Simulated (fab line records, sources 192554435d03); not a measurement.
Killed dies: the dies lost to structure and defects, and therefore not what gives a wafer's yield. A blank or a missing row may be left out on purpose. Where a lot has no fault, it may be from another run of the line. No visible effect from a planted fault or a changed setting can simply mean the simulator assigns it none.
Chamber matching + flow n5_finfet + N5_MOL_CONTACT_COAG_ALD_27 on ald_sin-03: 4 sister chambers
The step deposits SiOC, target thk 17 nm, pulse time 1.5 s, time 2720 s. 14 wafers are shown with their chamber, then 6 later ones without.

WAFERS, EACH WITH ITS CHAMBER
| wafer  | chamber | heater_power_w (W) | precursor_pulse_height_rel |
|--------|---------|--------------------|----------------------------|
| L566.1 | 1       | 760                | 1.008                      |
| L566.5 | 1       | 773                | 0.985                      |
| L566.6 | 0       | 869                | 1.013                      |
| L567.3 | 2       | 890                | 1.015                      |
| L567.4 | 3       | 831                | 1.028                      |
| L567.6 | 3       | 837                | 1.014                      |
| L569.1 | 1       | 792                | 0.988                      |
| L569.3 | 3       | 852                | 1.005                      |
| L569.5 | 2       | 881                | 0.997                      |
| L571.1 | 1       | 771                | 0.982                      |
| L571.4 | 0       | 924                | 0.989                      |
| L571.5 | 1       | 749                | 1.011                      |
| L574.1 | 3       | 846                | 1.021                      |
| L574.4 | 1       | 757                | 1.019                      |

SIGNATURES (means of the wafers above)
| reading                    | chamber 0 | chamber 1 | chamber 2 | chamber 3 | scatter within a chamber |
|----------------------------|-----------|-----------|-----------|-----------|--------------------------|
| heater_power_w             | 896.50    | 767.00    | 885.50    | 841.50    | 17.2                     |
| precursor_pulse_height_rel | 1.00100   | 0.99883   | 1.00600   | 1.01700   | 0.014                    |
Rule: a wafer's distance from a chamber is the root of the sum, over the readings, of the square of ((its reading less the chamber's mean) divided by the reading's scatter). The wafer belongs to the nearest chamber; if the next one is less than 2 further off, it can't be placed. The scatter: the root of (the sum of the squares of (reading less its chamber's mean) over the shown wafers, divided by (wafers less chambers)).

WAFERS WITH NO CHAMBER GIVEN
| wafer  | heater_power_w (W) | precursor_pulse_height_rel |
|--------|--------------------|----------------------------|
| L574.6 | 916                | 1.027                      |
| L578.1 | 761                | 1.056                      |
| L578.2 | 858                | 0.994                      |
| L578.4 | 901                | 1.013                      |
| L579.1 | 861                | 1.009                      |
| L579.3 | 897                | 1.013                      |

WHICH CHAMBER EACH WENT THROUGH
| wafer  | from the rows above          | in truth |
|--------|------------------------------|----------|
| L574.6 | can't be placed: 0 or 2      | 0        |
| L578.1 | can't be placed: 1 or 3      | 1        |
| L578.2 | can't be placed: 2 or 3 or 0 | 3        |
| L578.4 | can't be placed: 0 or 2      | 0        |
| L579.1 | can't be placed: 3 or 2 or 0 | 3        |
| L579.3 | can't be placed: 2 or 0      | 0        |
Correct placement for 0 of the 6. Unplaceable from these rows: 6, with the true chamber sitting among the candidates in 6. 0 placed wrongly.
